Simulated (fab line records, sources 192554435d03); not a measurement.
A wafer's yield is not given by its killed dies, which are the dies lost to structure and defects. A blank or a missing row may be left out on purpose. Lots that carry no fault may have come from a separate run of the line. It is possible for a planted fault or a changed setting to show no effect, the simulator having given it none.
Matching of chambers | flow n5 finfet | 4 sister chambers for N5_FIN_SAQP_STRIP_55 on rie diel-02
The step strips in N2/H2. 8 wafers are shown with their chamber, then 8 later ones without.

## WAFERS WITH THEIR CHAMBER
wafer  | chamber | throttle valve pct (%) | drypump motor current A (A)
L075.2 | 1       | 18.55                  | 5.8
L079.1 | 1       | 18.55                  | 5.8
L084.5 | 0       | 18.86                  | 6.2
L084.6 | 3       | 18.52                  | 5.3
L085.2 | 2       | 19.30                  | 6.7
L085.3 | 3       | 18.51                  | 5.2
L085.4 | 0       | 18.84                  | 6.2
L086.1 | 2       | 19.28                  | 6.6

## WAFERS WHOSE CHAMBER IS MISSING
wafer  | throttle valve pct (%) | drypump motor current A (A)
L086.3 | 18.49                  | 5.3
L086.5 | 19.30                  | 6.6
L087.1 | 19.30                  | 6.6
L087.5 | 18.56                  | 5.9
L087.6 | 18.54                  | 5.2
L095.1 | 19.32                  | 6.6
L095.4 | 18.48                  | 6.2
L095.6 | 18.58                  | 5.3

## THE CHAMBER EACH PASSED THROUGH
wafer  | from the rows above | in truth
L086.3 | 3                   | 3
L086.5 | 2                   | 2
L087.1 | 2                   | 2
L087.5 | 1                   | 1
L087.6 | 3                   | 3
L095.1 | 2                   | 2
L095.4 | 1                   | 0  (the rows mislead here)
L095.6 | 3                   | 3
Placed correctly: 7 of 8. Can't be placed from these rows: 0. Number placed wrongly: 1.
How it was worked out, from the rows above alone: a wafer's distance from a chamber is the root of the sum, over the readings, of the square of ((its reading less the chamber's mean) divided by the reading's scatter). The wafer belongs to the nearest chamber; if the next one is less than 2 further off, it can't be placed. Each chamber's mean is taken over the wafers shown for it. The scatter: take each reading less its chamber's mean, square it, sum over the shown wafers, divide by the number of wafers less the number of chambers, and take the root.
